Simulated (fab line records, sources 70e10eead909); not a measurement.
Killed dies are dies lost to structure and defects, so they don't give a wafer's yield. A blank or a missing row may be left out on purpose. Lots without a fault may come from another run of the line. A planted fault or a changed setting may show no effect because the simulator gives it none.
A struck lot beside a sound one | flow nand_harc | 25 steps out of a route of 1159
Sound: wafers L458.1, L458.3, L458.4. Struck: wafer L468.4. (L468.3 of the same lot was not struck and is left out.) The cause comes at the end.
At each step with rows: each side's tool, then ch and its chambers, then its first start. Under that, the readings that differ: sound wafers | struck wafers | difference of the means | sigmas: that difference in standard deviations of wafers without a fault.
alike: readings whose means differ by less than 2 such deviations, and words and numbers that are the same on both sides. not compared: withheld readings, readings that some wafer has no value for, bounds like >300 that may hide the same value, and numbers for which the record gives no deviation and whose values overlap.
The two part at a step that has a row with sigmas, a row that says differs or no value, or rows on one side only. Numbers that don't overlap but have no deviation are shown without sigmas and don't part them. A reading that every wafer of one side lacks parts them only if that side has two wafers or more.

first, 4 steps without rows for these wafers: NHARC_P_GATE_PRECLEAN_71 (cleans in SC1); NHARC_P_GATE_SRD_72; NHARC_P_GATE_OXIDE_16 (material SiO2, target thk 3 nm, ox time 392 s); NHARC_P_GATE_CVD_17 (deposits poly-Si, target thk 150 nm, time 900 s).
NHARC_P_GATE_HM_DEP_102: deposits aC, target thk 120 nm.
  sound on acl_dep-01 ch 0, day 6 10:59; struck on acl_dep-03 ch 0, day 8 17:50
  alike: throttle_valve_pct
NHARC_P_GATE_DEP_103: deposits SiON, target thk 30 nm.
  sound on pecvd-02 ch 0,1,2, day 6 11:39; struck on pecvd-04 ch 0, day 8 18:21
  alike: heater_power_w
then, 6 steps without rows for these wafers: NHARC_P_GATE_DEHYDRATE_18 (time 120 s); NHARC_P_GATE_HMDS_19 (time 30 s); NHARC_P_GATE_COAT_20 (resist thk 90 nm); NHARC_P_GATE_SOFTBAKE_21 (time 55 s); NHARC_P_GATE_EBR_22; NHARC_P_GATE_EXPOSE_23 (exposes mask P GATE, target cd 120 nm).
NHARC_P_GATE_PEB_24: peb time 65 s.
  sound on litho_track-06 ch 0, day 6 12:08; struck on litho_track-06 ch 0, day 8 18:54
  reading                  | sound             | struck | difference | sigmas
  heater_power_total_W (W) | 156.6 156.0 157.1 | 174.1  | +17.5      | +41
then, 1 step without rows for these wafers: NHARC_P_GATE_DEVELOP_25 (develop time 35 s).
NHARC_P_GATE_CD_MEAS_26: target cd 120 nm.
  sound on cd_sem-02 ch 0, day 6 12:12; struck on cd_sem-02 ch 0, day 8 18:59
  reading    | sound             | struck | difference | sigmas
  cd_nm (nm) | 120.8 120.0 120.3 | 126.9  | +6.5       | +15
NHARC_P_GATE_OVL_MEAS_27:
  sound on overlay-02, day 6 12:17; struck on overlay-02, day 8 19:04
  alike: overlay_x_nm, overlay_y_nm
NHARC_P_GATE_INSPECT_28:
  sound on defect_inspect-01, day 6 12:20; struck on defect_inspect-02, day 8 19:06
  alike: raw_defect_count
NHARC_P_GATE_DESCUM_31: chemistry O2, time 3 s.
  sound on rie_diel-05 ch 0,2,3, day 6 12:26; struck on rie_diel-05 ch 1, day 8 19:10
  reading                 | sound             | struck | difference | sigmas
  rf_hours_counter_h (h)  | 47 56 52          | 3      | -49        |
  model.P_GATE.cd_nm (nm) | 121.1 120.1 120.5 | 127.4  | +6.8       |
  alike: drypump_motor_current_A, oes_product_au, rf_vpp_V, showerhead_plenum_p_Torr, throttle_valve_pct
then, 1 step without rows for these wafers: NHARC_P_GATE_ETCH_104 (etches the open film in CF4/CHF3, target depth 60 nm).
NHARC_P_GATE_HM_OPEN_105: chemistry O2/COS, target depth 360 nm.
  sound on rie_diel-05 ch 0,1,2; struck on rie_diel-05 ch 1
  reading                | sound    | struck | difference | sigmas
  rf_hours_counter_h (h) | 47 51 56 | 3      | -48        |
  alike: drypump_motor_current_A, oes_product_au, rf_vpp_V, showerhead_plenum_p_Torr, throttle_valve_pct
then, 1 step without rows for these wafers: NHARC_P_GATE_STRIP_106 (strips in O2/COS).
NHARC_P_GATE_ETCH_114: etches the open film in CF4/O2, target depth 30 nm, overetch 3 nm, time 16.5 s.
  sound on rie_diel-05 ch 1,2,3; struck on rie_diel-05 ch 2
  reading                | sound    | struck | difference | sigmas
  rf_hours_counter_h (h) | 51 52 47 | 3      | -47        |
  alike: drypump_motor_current_A, oes_product_au, rf_vpp_V, showerhead_plenum_p_Torr, throttle_valve_pct
NHARC_P_GATE_ETCH_32: etches the open film in HBr/Cl2, target depth 150 nm, time 100.1 s.
  sound on rie_si-03 ch 0,1,2, day 6 13:14; struck on rie_si-04 ch 2, day 8 19:41
  reading                 | sound             | struck | difference | sigmas
  oes_product_au (a.u.)   | 1.011 1.008 0.990 | 0.988  | -0.015     | -2
  rf_hours_counter_h (h)  | 1.3 1.3 1.4       | 0.7    | -0.6       |
  model.P_GATE.cd_nm (nm) | 121.2 120.2 124   | 128.8  | +7.0       |
  alike: drypump_motor_current_A, throttle_valve_pct
NHARC_P_GATE_STRIP_108: strips in O2.
  sound on rie_diel-05 ch 1,2,3, day 6 13:25; struck on rie_diel-06 ch 3, day 8 19:50
  reading                | sound    | struck | difference | sigmas
  rf_hours_counter_h (h) | 48 52 52 | 25     | -26        |
  alike: drypump_motor_current_A, oes_product_au, rf_vpp_V, showerhead_plenum_p_Torr, throttle_valve_pct
then, 1 step without rows for these wafers: NHARC_END_SORT_01.

WHERE THEY PART
First at NHARC_P_GATE_PEB_24; last, within this record, at NHARC_P_GATE_ETCH_32. Later steps at which nothing parts them and some readings are alike: NHARC_P_GATE_STRIP_108.

WHY: what the simulator had put in
Process parameter drift: litho_track-06, from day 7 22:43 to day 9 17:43, at NHARC_P_GATE_PEB_24. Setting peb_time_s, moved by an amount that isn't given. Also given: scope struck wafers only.
